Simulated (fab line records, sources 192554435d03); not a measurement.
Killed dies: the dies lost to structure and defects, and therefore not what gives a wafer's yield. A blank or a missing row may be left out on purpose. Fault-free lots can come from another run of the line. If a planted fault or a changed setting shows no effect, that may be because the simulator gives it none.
Split-lot experiment || flow n5-finfet || 7 lots, 21 wafers read, on a route of 1938 steps

== ABOUT THE SPLIT ==
At N5_BEOL_M6_HM_DEP_02 (deposits TiN, target thk 20 nm), the setting target-thk-a was moved away from the recipe's 200 angstrom on 5 of the 21 wafers read, by -12.5% to -3.4%. All remaining wafers had this setting at the recipe value.

== FROM THE SPLIT TO THE READING: what the file shows between them, 4 steps ==
- N5_BEOL_M6_COAT_59: time 60 s, resist thk 100 nm
- N5_BEOL_M6_COAT_60: time 60 s, resist thk 35 nm
- N5_BEOL_M6_STRIP_68: strips in N2/H2
- N5_BEOL_M6_STRIP_67: strips in CF4

== THE READING ==
etch.depth-nm (the simulator's own value, which no gauge read), in nm, at N5_BEOL_M6_HM_OPEN_17 (chemistry Cl2/BCl3, target TiN, target depth 20 nm, overetch 6 nm). No usual value for it is given in the file. The 16 wafers here that ran the recipe average 19.88 nm, standard deviation 0.19 nm.

{"wafer": "L083.3", "tool, chamber at the split": "pvd-sputter-01, -", "target-thk-a as run, angstrom": 200, "against the recipe": "recipe", "etch.depth-nm, nm": 20.01, "against lot-mates on the recipe": "-"}
{"wafer": "L083.4", "tool, chamber at the split": "pvd-sputter-01, -", "target-thk-a as run, angstrom": 200, "against the recipe": "recipe", "etch.depth-nm, nm": 19.81, "against lot-mates on the recipe": "-"}
{"wafer": "L083.6", "tool, chamber at the split": "pvd-sputter-01, -", "target-thk-a as run, angstrom": 200, "against the recipe": "recipe", "etch.depth-nm, nm": 20.04, "against lot-mates on the recipe": "-"}
{"wafer": "L090.1", "tool, chamber at the split": "pvd-sputter-02, -", "target-thk-a as run, angstrom": 200, "against the recipe": "recipe", "etch.depth-nm, nm": 20.07, "against lot-mates on the recipe": "-"}
{"wafer": "L090.2", "tool, chamber at the split": "pvd-sputter-02, -", "target-thk-a as run, angstrom": 200, "against the recipe": "recipe", "etch.depth-nm, nm": 20, "against lot-mates on the recipe": "-"}
{"wafer": "L090.6", "tool, chamber at the split": "pvd-sputter-02, -", "target-thk-a as run, angstrom": 200, "against the recipe": "recipe", "etch.depth-nm, nm": 20.02, "against lot-mates on the recipe": "-"}
{"wafer": "L089.2", "tool, chamber at the split": "pvd-sputter-03, -", "target-thk-a as run, angstrom": 200, "against the recipe": "recipe", "etch.depth-nm, nm": 19.67, "against lot-mates on the recipe": "-"}
{"wafer": "L089.5", "tool, chamber at the split": "pvd-sputter-03, -", "target-thk-a as run, angstrom": 179.7, "against the recipe": "-10.2%", "etch.depth-nm, nm": 17.87, "against lot-mates on the recipe": -1.97}
{"wafer": "L089.6", "tool, chamber at the split": "pvd-sputter-03, -", "target-thk-a as run, angstrom": 200, "against the recipe": "recipe", "etch.depth-nm, nm": 20.02, "against lot-mates on the recipe": "-"}
{"wafer": "L091.2", "tool, chamber at the split": "pvd-sputter-01, -", "target-thk-a as run, angstrom": 200, "against the recipe": "recipe", "etch.depth-nm, nm": 19.98, "against lot-mates on the recipe": "-"}
{"wafer": "L091.4", "tool, chamber at the split": "pvd-sputter-01, -", "target-thk-a as run, angstrom": 200, "against the recipe": "recipe", "etch.depth-nm, nm": 20.03, "against lot-mates on the recipe": "-"}
{"wafer": "L091.5", "tool, chamber at the split": "pvd-sputter-01, -", "target-thk-a as run, angstrom": 174.9, "against the recipe": "-12.5%", "etch.depth-nm, nm": 17.49, "against lot-mates on the recipe": -2.52}
{"wafer": "L092.1", "tool, chamber at the split": "pvd-sputter-01, -", "target-thk-a as run, angstrom": 182, "against the recipe": "-9.0%", "etch.depth-nm, nm": 18.15, "against lot-mates on the recipe": -1.47}
{"wafer": "L092.3", "tool, chamber at the split": "pvd-sputter-01, -", "target-thk-a as run, angstrom": 182, "against the recipe": "-9.0%", "etch.depth-nm, nm": 17.98, "against lot-mates on the recipe": -1.64}
{"wafer": "L092.5", "tool, chamber at the split": "pvd-sputter-01, -", "target-thk-a as run, angstrom": 200, "against the recipe": "recipe", "etch.depth-nm, nm": 19.62, "against lot-mates on the recipe": "-"}
{"wafer": "L094.2", "tool, chamber at the split": "pvd-sputter-03, -", "target-thk-a as run, angstrom": 200, "against the recipe": "recipe", "etch.depth-nm, nm": 19.41, "against lot-mates on the recipe": "-"}
{"wafer": "L094.4", "tool, chamber at the split": "pvd-sputter-03, -", "target-thk-a as run, angstrom": 193.2, "against the recipe": "-3.4%", "etch.depth-nm, nm": 19.02, "against lot-mates on the recipe": -0.57}
{"wafer": "L094.6", "tool, chamber at the split": "pvd-sputter-03, -", "target-thk-a as run, angstrom": 200, "against the recipe": "recipe", "etch.depth-nm, nm": 19.77, "against lot-mates on the recipe": "-"}
{"wafer": "L097.1", "tool, chamber at the split": "pvd-sputter-02, -", "target-thk-a as run, angstrom": 200, "against the recipe": "recipe", "etch.depth-nm, nm": 19.77, "against lot-mates on the recipe": "-"}
{"wafer": "L097.2", "tool, chamber at the split": "pvd-sputter-02, -", "target-thk-a as run, angstrom": 200, "against the recipe": "recipe", "etch.depth-nm, nm": 19.75, "against lot-mates on the recipe": "-"}
{"wafer": "L097.4", "tool, chamber at the split": "pvd-sputter-02, -", "target-thk-a as run, angstrom": 200, "against the recipe": "recipe", "etch.depth-nm, nm": 20.04, "against lot-mates on the recipe": "-"}

FIT RESULTS
A straight line over all 21 wafers: etch.depth-nm changes by +0.197 nm for each +1% of target-thk-a; r = +0.98; the points scatter about the line by 0.18 nm.
The same after taking each lot's own level away (the mean of its wafers on the recipe; 21 wafers): +0.189 nm for each +1%; r = +0.99; scatter 0.13 nm.
Per that fit: largest target-thk-a move, reading shift of 2.4 nm.
Measured against the standard deviation above, the lots' own levels, which go from 19.590 to 20.030 nm, span 2.3 times it.
Hence the lot-to-lot level has little effect on the slope; both slopes agree.
Check: for one of the wafers moved furthest among these (-12.5%), held out of the fit, the line's prediction against its lot-mates is -2.27 nm. Against them it came out at -2.52 nm.

== THESE WAFERS: OTHER SPLITS ==
Before the reading, these wafers also passed through other splits. Each is held against what the fit with the lots' levels taken away leaves over:
{"other split on the same wafers": "N5_BEOL_M4_TRENCH_ETCH_37 time-s", "wafers away from the commonest value": 7, "r with etch.depth-nm (lot level and that fit taken away)": -0.39}
{"other split on the same wafers": "N5_BEOL_M5_COAT_05 spin-rpm", "wafers away from the commonest value": 4, "r with etch.depth-nm (lot level and that fit taken away)": -0.27}
{"other split on the same wafers": "N5_BEOL_M5_DESCUM_16 time-s", "wafers away from the commonest value": 8, "r with etch.depth-nm (lot level and that fit taken away)": -0.25}

== THE WHOLE CHAIN: every reading that the file lists as answering this split, in the file's order ==
{"step": "N5_BEOL_M6_HM_DEP_02", "what it does": "deposits TiN, target thk 20 nm", "reading": "TiN_of_BEOL_M6_HM_DEP_02.thk-nm (the simulator's own value, which no gauge read)", "change (the file's fit)": "+0.194 nm for each +1% of the setting", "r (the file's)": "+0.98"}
{"step": "N5_BEOL_M6_HM_OPEN_17", "what it does": "chemistry Cl2/BCl3, target TiN, target depth 20 nm, overetch 6 nm", "reading": "etch.depth-nm (the simulator's own value, which no gauge read)", "change (the file's fit)": "+0.191 nm for each +1% of the setting", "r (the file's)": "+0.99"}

== FILE'S OWN FIT ==
etch.depth-nm changes by +0.191 nm for each +1% of target-thk-a, r = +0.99.
